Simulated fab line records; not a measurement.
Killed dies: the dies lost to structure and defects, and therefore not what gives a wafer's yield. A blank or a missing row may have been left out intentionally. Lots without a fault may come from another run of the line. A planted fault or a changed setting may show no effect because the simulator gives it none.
Which tool was responsible? ; flow n5Finfet ; 12 lots with 36 wafers sampled at 2 steps, on a route of 1938 steps

## WHAT EACH GAUGE READ, for each wafer
N5_BEOL_M4_OVL_MEAS_12.
lot;measured;on;M4_OVL (nm)
L074;day 7 19:28;overlay-02;0.0 -0.2 -0.1
L077;day 8 13:35;overlay-02;-0.6 -0.3 -1.1
L078;day 9 09:44;overlay-02;-1.2 -1.3 -1.0
L082;day 9 14:26;overlay-01;-0.1 0.3 -0.4
L083;day 9 18:34;overlay-02;0.8 0.1 -0.2
L085;day 10 05:49;overlay-02;-1.1 0.1 -0.1
L087;day 11 02:53;overlay-01;0.3 0.1 -0.2
L089;day 11 12:13;overlay-01;-0.3 -1.2 -0.7
L091;day 12 01:10;overlay-01;0.2 -0.4 -0.5
L095;day 12 19:19;overlay-02;0.1 0.9 -0.2
L094;day 13 06:10;overlay-02;-0.3 -0.8 0.5
L097;day 13 12:35;overlay-01;-0.5 0.6 -0.1

## TOOL THAT RAN EACH LOT (tool first, then ch and the chambers of the sampled wafers, then the start)
lot;N5_BEOL_M4_PECVD_72
L074;pecvd-04 ch 0,1,2, day 7 17:14
L077;pecvd-04 ch 1,2, day 8 12:10
L078;pecvd-04 ch 0,1,2, day 9 08:39
L082;pecvd-01 ch 0,1, day 9 13:22
L083;pecvd-02 ch 0,1,2, day 9 17:40
L085;pecvd-01 ch 0,1, day 10 01:28
L087;pecvd-04 ch 0,1,2, day 11 00:17
L089;pecvd-01 ch 0,1,2, day 11 10:41
L091;pecvd-04 ch 0,1, day 11 23:28
L095;pecvd-02 ch 0,2, day 12 18:39
L094;pecvd-01 ch 0,1, day 13 05:41
L097;pecvd-01 ch 0,1,2, day 13 10:36
- N5_BEOL_M4_PECVD_72: deposits SiO2 from TEOS/O2, target thk 16 nm, time 18 s.

## THE ANSWER, worked out from the rows above alone
Rule: usual is defined by the lots themselves. The widest of any qualifying gaps counts: lots, ordered by their means at a reading, are off when they make up no more than a third of the lots, leave a main group of 4 or more, and stand apart from it by 3 or more times the standard deviation of that group's means. A main group whose means are all the same, to the digits that the tables above print for the reading, isn't used. A lot without any number at a reading at which 4 lots or more have one is off too. Where the step has rows for the other lots, those lots are counted as sound.
No lot is off on any of the readings shown, so nothing can be concluded from this.

## WHAT THE SIMULATOR PUT IN
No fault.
